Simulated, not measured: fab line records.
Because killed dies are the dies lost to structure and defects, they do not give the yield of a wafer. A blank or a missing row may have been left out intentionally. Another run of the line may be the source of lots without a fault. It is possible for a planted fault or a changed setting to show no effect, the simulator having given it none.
Which tool was responsible? :: flow nand harc :: 12 lots with 36 wafers sampled at 4 steps, on a route of 1159 steps

WHAT THE GAUGES READ, wafer by wafer
The record lacks any reading of a measuring or inspecting step that a usual standard deviation could be used to judge.

TOOL THAT RAN EACH LOT (tool first, then ch and the chambers of the sampled wafers, then the start)
lot: L715
NHARC_P_GATE_RTA_80: rtp anneal-02 ch 0, day 5 15:52
NHARC_P_CONTACT_DEP_30: pecvd-01 ch 1,2, day 5 16:48
NHARC_P_CONTACT_DEP_00: pecvd-01 ch 1,2, day 6 09:44 or earlier
NHARC_P_M0_PEB_07: litho track-01 ch 0, day 6 09:44

lot: L716
NHARC_P_GATE_RTA_80: rtp anneal-01 ch 0, day 5 22:43
NHARC_P_CONTACT_DEP_30: pecvd-04 ch 0,1,2, day 5 23:32
NHARC_P_CONTACT_DEP_00: pecvd-04 ch 0,1,2, day 6 13:55 or earlier
NHARC_P_M0_PEB_07: litho track-04 ch 0, day 6 13:55

lot: L718
NHARC_P_GATE_RTA_80: rtp anneal-02 ch 0, day 6 01:44
NHARC_P_CONTACT_DEP_30: pecvd-01 ch 0,2, day 6 02:29
NHARC_P_CONTACT_DEP_00: pecvd-01 ch 0,2, day 6 18:47 or earlier
NHARC_P_M0_PEB_07: litho track-01 ch 0, day 6 18:47

lot: L717
NHARC_P_GATE_RTA_80: rtp anneal-01 ch 0, day 6 04:55
NHARC_P_CONTACT_DEP_30: pecvd-01 ch 0,1, day 6 05:37
NHARC_P_CONTACT_DEP_00: pecvd-01 ch 0,1, day 6 19:25 or earlier
NHARC_P_M0_PEB_07: litho track-04 ch 0, day 6 19:25

lot: L719
NHARC_P_GATE_RTA_80: rtp anneal-01 ch 0, day 6 14:30
NHARC_P_CONTACT_DEP_30: pecvd-02 ch 0,2, day 6 15:16
NHARC_P_CONTACT_DEP_00: pecvd-02 ch 0,2, day 7 03:59 or earlier
NHARC_P_M0_PEB_07: litho track-06 ch 0, day 7 03:59

lot: L720
NHARC_P_GATE_RTA_80: rtp anneal-02 ch 0, day 6 14:46
NHARC_P_CONTACT_DEP_30: pecvd-04 ch 0,1, day 6 15:36
NHARC_P_CONTACT_DEP_00: pecvd-04 ch 0,1, day 7 04:32 or earlier
NHARC_P_M0_PEB_07: litho track-04 ch 0, day 7 04:32

lot: L721
NHARC_P_GATE_RTA_80: rtp anneal-02 ch 0, day 7 08:23
NHARC_P_CONTACT_DEP_30: pecvd-02 ch 0,1,2, day 7 09:11
NHARC_P_CONTACT_DEP_00: pecvd-02 ch 0,1,2, day 7 14:38 or earlier
NHARC_P_M0_PEB_07: litho track-04 ch 0, day 7 14:38

lot: L725
NHARC_P_GATE_RTA_80: rtp anneal-02 ch 0, day 7 20:04
NHARC_P_CONTACT_DEP_30: pecvd-01 ch 1,2, day 7 20:46
NHARC_P_CONTACT_DEP_00: pecvd-01 ch 1,2, day 8 02:25 or earlier
NHARC_P_M0_PEB_07: litho track-04 ch 0, day 8 02:25

lot: L732
NHARC_P_GATE_RTA_80: rtp anneal-02 ch 0, day 9 17:26
NHARC_P_CONTACT_DEP_30: pecvd-02 ch 0,1,2, day 9 18:10
NHARC_P_CONTACT_DEP_00: pecvd-02 ch 0,1,2, day 10 02:20 or earlier
NHARC_P_M0_PEB_07: litho track-06 ch 0, day 10 02:20

lot: L733
NHARC_P_GATE_RTA_80: rtp anneal-02 ch 0, day 10 00:26
NHARC_P_CONTACT_DEP_30: pecvd-02 ch 0,1,2, day 10 01:10
NHARC_P_CONTACT_DEP_00: pecvd-02 ch 0,1,2, day 10 06:56 or earlier
NHARC_P_M0_PEB_07: litho track-01 ch 0, day 10 06:56

lot: L736
NHARC_P_GATE_RTA_80: rtp anneal-01 ch 0, day 10 17:57
NHARC_P_CONTACT_DEP_30: pecvd-01 ch 0,1,2, day 10 18:45
NHARC_P_CONTACT_DEP_00: pecvd-01 ch 0,1,2, day 11 00:29 or earlier
NHARC_P_M0_PEB_07: litho track-01 ch 0, day 11 00:29

lot: L738
NHARC_P_GATE_RTA_80: rtp anneal-02 ch 0, day 11 06:05
NHARC_P_CONTACT_DEP_30: pecvd-02 ch 1,2, day 11 06:48
NHARC_P_CONTACT_DEP_00: pecvd-02 ch 1,2, day 11 12:13 or earlier
NHARC_P_M0_PEB_07: litho track-06 ch 0, day 11 12:13
- NHARC_P_GATE_RTA_80: time 30 s.
- NHARC_P_CONTACT_DEP_30: deposits SiNx, target thk 30 nm.
- NHARC_P_CONTACT_DEP_00: deposits SiO2, target thk 500 nm.
- NHARC_P_M0_PEB_07: peb time 65 s.

AS READ BY THE TOOLS THEMSELVES (means over the sampled wafers that have a number; for cases with no such wafer, the mark the record gives instead)
NHARC_P_GATE_RTA_80. Usual: lamp power pct 2.22 %, standard deviation 0.16; lamp_zone_5_pct 2.22 %, standard deviation 0.16; wafer_temp_C_max 301.2, standard deviation 0.32.
lot: L715
tool: rtp anneal-02
lamp power pct (%): 2.35
lamp_zone_5_pct (%): 2.35
wafer_temp_C_max: 301.3
flag: 

lot: L716
tool: rtp anneal-01
lamp power pct (%): 2.03
lamp_zone_5_pct (%): 2.03
wafer_temp_C_max: 301.5
flag: 

lot: L718
tool: rtp anneal-02
lamp power pct (%): 2.36
lamp_zone_5_pct (%): 2.36
wafer_temp_C_max: 300.9
flag: 

lot: L717
tool: rtp anneal-01
lamp power pct (%): 2.03
lamp_zone_5_pct (%): 2.03
wafer_temp_C_max: 301.5
flag: 

lot: L719
tool: rtp anneal-01
lamp power pct (%): 2.04
lamp_zone_5_pct (%): 2.04
wafer_temp_C_max: 301.6
flag: 

lot: L720
tool: rtp anneal-02
lamp power pct (%): 2.36
lamp_zone_5_pct (%): 2.35
wafer_temp_C_max: 301.0
flag: 

lot: L721
tool: rtp anneal-02
lamp power pct (%): 2.36
lamp_zone_5_pct (%): 2.36
wafer_temp_C_max: 300.8
flag: 

lot: L725
tool: rtp anneal-02
lamp power pct (%): 2.36
lamp_zone_5_pct (%): 2.36
wafer_temp_C_max: 301.0
flag: 

lot: L732
tool: rtp anneal-02
lamp power pct (%): 2.35
lamp_zone_5_pct (%): 2.35
wafer_temp_C_max: 301.2
flag: 

lot: L733
tool: rtp anneal-02
lamp power pct (%): 2.35
lamp_zone_5_pct (%): 2.35
wafer_temp_C_max: 300.7
flag: 

lot: L736
tool: rtp anneal-01
lamp power pct (%): 2.04
lamp_zone_5_pct (%): 2.04
wafer_temp_C_max: 301.6
flag: 

lot: L738
tool: rtp anneal-02
lamp power pct (%): 2.35
lamp_zone_5_pct (%): 2.35
wafer_temp_C_max: 301.3
flag: 

NHARC_P_CONTACT_DEP_30. Usual: heater power w at 723 W, with a standard deviation of 130.
lot: L715
tool: pecvd-01
heater power w (W): 781
flag: 

lot: L716
tool: pecvd-04
heater power w (W): 753
flag: 

lot: L718
tool: pecvd-01
heater power w (W): 717
flag: 

lot: L717
tool: pecvd-01
heater power w (W): 773
flag: 

lot: L719
tool: pecvd-02
heater power w (W): 719
flag: 

lot: L720
tool: pecvd-04
heater power w (W): 807
flag: 

lot: L721
tool: pecvd-02
heater power w (W): 759
flag: 

lot: L725
tool: pecvd-01
heater power w (W): 764
flag: 

lot: L732
tool: pecvd-02
heater power w (W): 730
flag: 

lot: L733
tool: pecvd-02
heater power w (W): 670
flag: 

lot: L736
tool: pecvd-01
heater power w (W): 721
flag: 

lot: L738
tool: pecvd-02
heater power w (W): 780
flag: 

NHARC_P_CONTACT_DEP_00. Usual: heater power w 567 W, standard deviation 130; throttle valve pct 16.1 %, standard deviation 0.37.
lot: L715
tool: pecvd-01
heater power w (W): 578
throttle valve pct (%): 15.9
flag: 

lot: L716
tool: pecvd-04
heater power w (W): 606
throttle valve pct (%): 15.9
flag: 

lot: L718
tool: pecvd-01
heater power w (W): 497
throttle valve pct (%): 16.3
flag: 

lot: L717
tool: pecvd-01
heater power w (W): 618
throttle valve pct (%): 15.8
flag: 

lot: L719
tool: pecvd-02
heater power w (W): 548
throttle valve pct (%): 16.1
flag: 

lot: L720
tool: pecvd-04
heater power w (W): 678
throttle valve pct (%): 16.1
flag: 

lot: L721
tool: pecvd-02
heater power w (W): 611
throttle valve pct (%): 16.1
flag: 

lot: L725
tool: pecvd-01
heater power w (W): 589
throttle valve pct (%): 16.5
flag: 

lot: L732
tool: pecvd-02
heater power w (W): 527
throttle valve pct (%): 16.1
flag: 

lot: L733
tool: pecvd-02
heater power w (W): 536
throttle valve pct (%): 16.1
flag: 

lot: L736
tool: pecvd-01
heater power w (W): 596
throttle valve pct (%): 16.5
flag: 

lot: L738
tool: pecvd-02
heater power w (W): 649
throttle valve pct (%): 16.0
flag: 

NHARC_P_M0_PEB_07. Usual: heater power total W 156.7 W, standard deviation 0.4; plate temp C 100.01 C, standard deviation 0.12.
lot: L715
tool: litho track-01
heater power total W (W): 156.6
plate temp C (C): 99.96
flag: 

lot: L716
tool: litho track-04
heater power total W (W): 156.7
plate temp C (C): 100.08
flag: 

lot: L718
tool: litho track-01
heater power total W (W): 156.6
plate temp C (C): 99.98
flag: 

lot: L717
tool: litho track-04
heater power total W (W): 156.5
plate temp C (C): 99.93
flag: 

lot: L719
tool: litho track-06
heater power total W (W): 157.0
plate temp C (C): 99.85
flag: 

lot: L720
tool: litho track-04
heater power total W (W): 157.0
plate temp C (C): 100.11
flag: 

lot: L721
tool: litho track-04
heater power total W (W): 147.8
plate temp C (C): 95.94
flag: OFF

lot: L725
tool: litho track-04
heater power total W (W): 147.6
plate temp C (C): 95.85
flag: OFF

lot: L732
tool: litho track-06
heater power total W (W): 156.8
plate temp C (C): 100.11
flag: 

lot: L733
tool: litho track-01
heater power total W (W): 156.8
plate temp C (C): 99.91
flag: 

lot: L736
tool: litho track-01
heater power total W (W): 156.5
plate temp C (C): 100.06
flag: 

lot: L738
tool: litho track-06
heater power total W (W): 156.7
plate temp C (C): 99.97
flag: 

THE ANSWER, worked out from the rows above alone
Rule: a lot counts as off when the mean over its wafers that have a number is more than 3 standard deviations away from the usual mean. Also off: a lot with no number at a reading for which 4 or more lots have one. Where the step has rows for the other lots, those lots are counted as sound. The gauges are gone through in route order, then the tools' own readings, and for those a lot's mean is taken as printed above. At the first step where some lot is off, the reading lying furthest off is the one used; lots without a number count as furthest.
Off, at NHARC_P_M0_PEB_07 on plate temp C: L721, L725.
A tool fits if, at that step or a process step before it, it ran every lot that is off, and no sound lot after the first of them. With no start given for some of its lots, NHARC_P_CONTACT_DEP_00 uses the hours and lot order of NHARC_P_M0_PEB_07. One fits: litho track-04 at NHARC_P_M0_PEB_07. A fault onset in the window from L720 (day 7 04:32, its last sound lot) to L721 (day 7 14:38, its first lot off) fits.
The tool's own readings at NHARC_P_M0_PEB_07 bear it out: on the lots that are off they differ by more than 5 times the standard deviation of the sound lots' means. heater power total W reads 147.7 W there against 156.7 W on the sound lots; plate temp C reads 95.89 C there against 100.00 C on the sound lots.

WHAT THE SIMULATOR HAD PUT IN
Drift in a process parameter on litho track-04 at NHARC_P_M0_PEB_07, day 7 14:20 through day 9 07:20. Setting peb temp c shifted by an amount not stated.
Struck lots among those shown: L721, L725. The rule above found the same.
